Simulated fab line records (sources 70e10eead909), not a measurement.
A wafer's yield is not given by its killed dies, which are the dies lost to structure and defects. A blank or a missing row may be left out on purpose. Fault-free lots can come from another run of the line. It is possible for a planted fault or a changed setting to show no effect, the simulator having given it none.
Comparing a struck lot with a sound one / flow nand_harc / 18 steps out of a route of 1159
Sound: wafers L627.2, L627.3, L627.4. The struck wafers were L634.2, L634.4, L634.6. The cause comes at the end.
For every step that has rows: the tool of each side, followed by ch and its chambers, followed by its first start. Under that, the readings that differ: sound wafers / struck wafers / difference of the means / sigmas: that difference in standard deviations of wafers without a fault.
alike: readings whose means differ by less than 2 such deviations, and words and numbers that are the same on both sides. not compared: withheld readings, readings that some wafer has no value for, bounds like >300 that may hide the same value, and numbers for which the record gives no deviation and whose values overlap.
A row with sigmas, a row that says differs or no value, or rows on one side alone: a step with any of these is where the two part. Numbers that have no deviation but don't overlap get no sigmas and don't part them. A reading missing from all wafers of one side parts the sides only when that side holds two or more wafers.

NHARC_A_M1_INSPECT_11:
  struck on defect_inspect-01, day 20 18:08; sound on defect_inspect-01, day 18 06:12
  alike: raw_defect_count
NHARC_A_M1_DESCUM_14: chemistry O2, time 3 s.
  sound on rie_diel-12 ch 0,2,3, day 18 06:16; struck on rie_diel-02 ch 0,1, day 20 18:12
  alike: drypump_motor_current_A, oes_product_au, rf_vpp_V, showerhead_plenum_p_Torr, throttle_valve_pct
  not compared: rf_hours_counter_h
then, 1 step without rows for these wafers: NHARC_A_M1_ETCH_35 (etches the open film in N2/H2, target depth 40 nm, overetch 12 nm, time 43.94 s).
NHARC_A_M1_ETCH_15: etches the open film in C4F8/Ar, target depth 182.5 nm, time 91.2 s.
  sound on rie_diel-12 ch 0,1,3; struck on rie_diel-02 ch 0,1,3
  alike: oes_product_au, rf_vpp_V
  not compared: rf_hours_counter_h
NHARC_A_M1_CD_MEAS_16:
  struck on cd_sem-01, day 20 18:31; sound on cd_sem-03, day 18 06:34
  alike: cd_nm
NHARC_A_M1_STRIP_18: strips in N2/H2.
  sound on rie_diel-12 ch 0,1,2, day 18 06:38; struck on rie_diel-05 ch 1,2, day 20 18:35
  alike: drypump_motor_current_A, oes_product_au, rf_vpp_V, showerhead_plenum_p_Torr, throttle_valve_pct
  not compared: rf_hours_counter_h
then, 3 steps without rows for these wafers: NHARC_A_M1_ETCH_28 (etches the open film in CF4/N2, target depth 30 nm, time 72.99 s); NHARC_A_M1_STRIP_19 (strips in post etch residue remover, time 600 s); NHARC_A_M1_DEGAS_29 (time 60 s).
NHARC_A_M1_PRE_CLEAN_30: time 30 s.
  sound on pvd_sputter-02; struck on pvd_sputter-02
  alike: heater_power_w
NHARC_A_M1_PVD_20: deposits TaN, target thk 5 nm, time 8.06 s.
  sound on pvd_sputter-02; struck on pvd_sputter-02
  alike: throttle_valve_pct
then, 1 step without rows for these wafers: NHARC_A_M1_PVD_21 (deposits Cu, target thk 30 nm, time 20.49 s).
NHARC_A_M1_ECD_22: material Cu, target thk 400 nm.
  sound on ecd_cu-01 ch 0,1, day 18 07:44; struck on ecd_cu-02 ch 0,1, day 20 19:36
then, 2 steps without rows for these wafers: NHARC_A_M1_ANNEAL_31 (time 90 s); NHARC_A_M1_CMP_23 (polishes, t overpolish 20 s, target thk 154.34 nm).
NHARC_A_M1_THK_MEAS_24: measures by xrf.
  struck on film_metro-01, day 20 20:41; sound on film_metro-01, day 18 08:44
  alike: thk_nm
following that, these wafers have no rows for 1 step: NHARC_A_M1_SRD_25.
NHARC_END_SORT_01:
  sound on prober-01 ch 0, day 20 09:55; struck on prober-01 ch 0, day 22 20:19
reading=defect_limited_yield (%); sound=97.3 97.8 96.0; struck=38.7 34.4 36.2; difference=-60.6; sigmas=-40
reading=killed_at_array; sound=13 12 19; struck=413 441 429; difference=+413; sigmas=+41
reading=killed_dies; sound=18 15 27; struck=415 444 432; difference=+410; sigmas=+41
reading=sort_bin_2_pct (%); sound=1.0 0 1.3; struck=22.0 25.4 23.3; difference=+22.8; sigmas=+35
reading=sort_bin_3_pct (%); sound=0 0 0.30; struck=4.87 3.55 5.61; difference=+4.58; sigmas=+20
reading=sort_bin_4_pct (%); sound=1.6 2.2 2.4; struck=34.4 36.6 34.9; difference=+33.2; sigmas=+35
reading=sort_n_pass; sound=659 662 650; struck=262 233 245; difference=-410; sigmas=-41
reading=sort_rim_yield_pct (%); sound=100.0 97.2 96.2; struck=39.6 34.9 34.0; difference=-61.6; sigmas=-24
reading=sort_yield_pct (%); sound=97.3 97.8 96.0; struck=38.7 34.4 36.2; difference=-60.6; sigmas=-40
  alike: killed_at_other, killed_at_periphery, killed_open, killed_short

WHERE THEY PART
NHARC_END_SORT_01 only, going by this record.

WHY: whatever the simulator had introduced
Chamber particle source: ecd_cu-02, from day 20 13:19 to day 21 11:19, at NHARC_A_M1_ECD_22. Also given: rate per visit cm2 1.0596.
